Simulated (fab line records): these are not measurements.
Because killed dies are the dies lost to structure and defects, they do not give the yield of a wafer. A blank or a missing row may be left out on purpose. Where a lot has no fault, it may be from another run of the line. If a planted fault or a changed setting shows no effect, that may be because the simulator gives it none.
Code-filled problem report in 8D (eight disciplines) form ; flow nandHarc ; the parts of the form that need people (team, actions taken, sign-off) are left out

1. WHAT IS WRONG
Wafers without a fault read 1.0 with a standard deviation of 1.2, while killedAtOther at NHARC_END_SORT_01 averages 602.0 across 2 wafers of 1 lot. That is +99 or more standard deviations from the usual mean.
The first sign was on wafer L151.3 at day 31 16:35, on prober-01. The record has a number at this step for 36 wafers belonging to 12 lots. Rule for "out", or "out of limits": more than 4 standard deviations from the usual mean. The other wafers with a number count as sound.

2. WHAT IT IS, WHAT IT ISN'T
question;is;is not
which readings at this step;killedAtOther, defectLimitedYield, killedDies;killedAtArray, killedAtPeriphery, killedOpen, killedShort
which lots;L151;L135, L136, L137, L138, L139, L140, L141, L143, L144, L145, L157
which wafers of those lots;L151.3, L151.4;L151.1
read on which gauges;prober-01;prober-02
when;from day 31 16:35;"up to then (31 sound wafers); but 3 sound wafers of L157 came after"

3. THE SUSPECTS, EACH WITH WHAT RULES IT OUT
Counting: if a tool at a process step up to the reading ran every lot that is out, it stays a suspect. Sound lots after the first of them don't rule it out here, since some wafers of a struck lot are sound.
- the gauge at NHARC_END_SORT_01 has been ruled out. All the wafers that are out were read on prober-01, but those of them that NHARC_THIN_TSV_ETCH_44 has rows for are out there too, on other tools.
- pvdSputter-03 at NHARC_A_BONDPAD_PVD_27 (deposits Cu, target thk 30 nm, time 20.49 s): kept. It processed L151, the lot that is out, at day 30 08:49, and its most recent sound lot before then was L135 at day 23 18:58. NHARC_A_BONDPAD_PVD_27: start missing for some lots; hours and lot order therefore follow NHARC_HYBRID_BOND_ACTIVATE_00.
- rieDiel-03 at NHARC_HYBRID_BOND_ACTIVATE_00 (chemistry N2, time 60 s): kept. It processed L151, the lot that is out, at day 30 08:49, and its most recent sound lot before then was L144 at day 26 23:53.
- rieDiel-06 at NHARC_THIN_TSV_ETCH_44 (etches the open film in CF4/O2, target depth 1594.2 nm, time 797.1 s): kept. It processed L151, the lot that is out, at day 30 21:17, and its most recent sound lot before then was L141 at day 25 13:53. Its own runLengthS readings are out on those wafers.
- Within rieDiel-03 at NHARC_HYBRID_BOND_ACTIVATE_00: the wafers that are out ran in chambers 1, 2; their sound lot-mates ran in chamber 0.
- At NHARC_THIN_TSV_ETCH_44 on rieDiel-06, chamber 2 took the sound wafers of the same lots and chamber 0 took the wafers that are out.
The count leaves pvdSputter-03 at NHARC_A_BONDPAD_PVD_27, rieDiel-03 at NHARC_HYBRID_BOND_ACTIVATE_00, and rieDiel-06 at NHARC_THIN_TSV_ETCH_44.

4. THE CAUSE (what the simulator had put in)
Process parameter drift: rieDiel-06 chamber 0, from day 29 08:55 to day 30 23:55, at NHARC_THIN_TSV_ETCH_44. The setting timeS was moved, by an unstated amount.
Of the 3 suspects that counting leaves, this tool is one.

5. SEQUENCE OF EFFECTS, ordered by route
Each row: a reading where the mean over the struck wafers with a number is more than 3 standard deviations away from the usual. Readings are gone through only where the record gives a usual standard deviation; hours: the median, over the lots, of the time from a lot's start at the first step in this table giving one to that lot's start at this step; sigmas: the change measured in usual standard deviations.
hours;step;reading;usual;on struck wafers;change;sigmas
0;NHARC_THIN_TSV_ETCH_44;runLengthS;818.3 s;621.0;-197.3;-99 or more
19;NHARC_END_SORT_01;defectLimitedYield;91 %;0;-91;-27
19;NHARC_END_SORT_01;killedAtOther;1.0;602.0;+601.0;+99 or more
19;NHARC_END_SORT_01;killedDies;59;677;+618;+27
Here are the process steps it includes:
- NHARC_THIN_TSV_ETCH_44: etches the open film in CF4/O2, target depth 1594.2 nm, time 797.1 s.

6. WHAT WOULD HAVE CAUGHT IT SOONER
The first out-of-limits reading at a measuring or inspecting step in this record came at day 31 16:35, 56 hours after the fault's start at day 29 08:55.
The tool's own readings at NHARC_THIN_TSV_ETCH_44 were out on every struck wafer that the step has a row for (runLengthS): an alarm limit on them would have fired on the first of those.
By day 31 16:35 the whole set of lots that are out, 1 in number, had already begun NHARC_THIN_TSV_ETCH_44 on rieDiel-06. A hold on the tool at that time would have spared none of them.
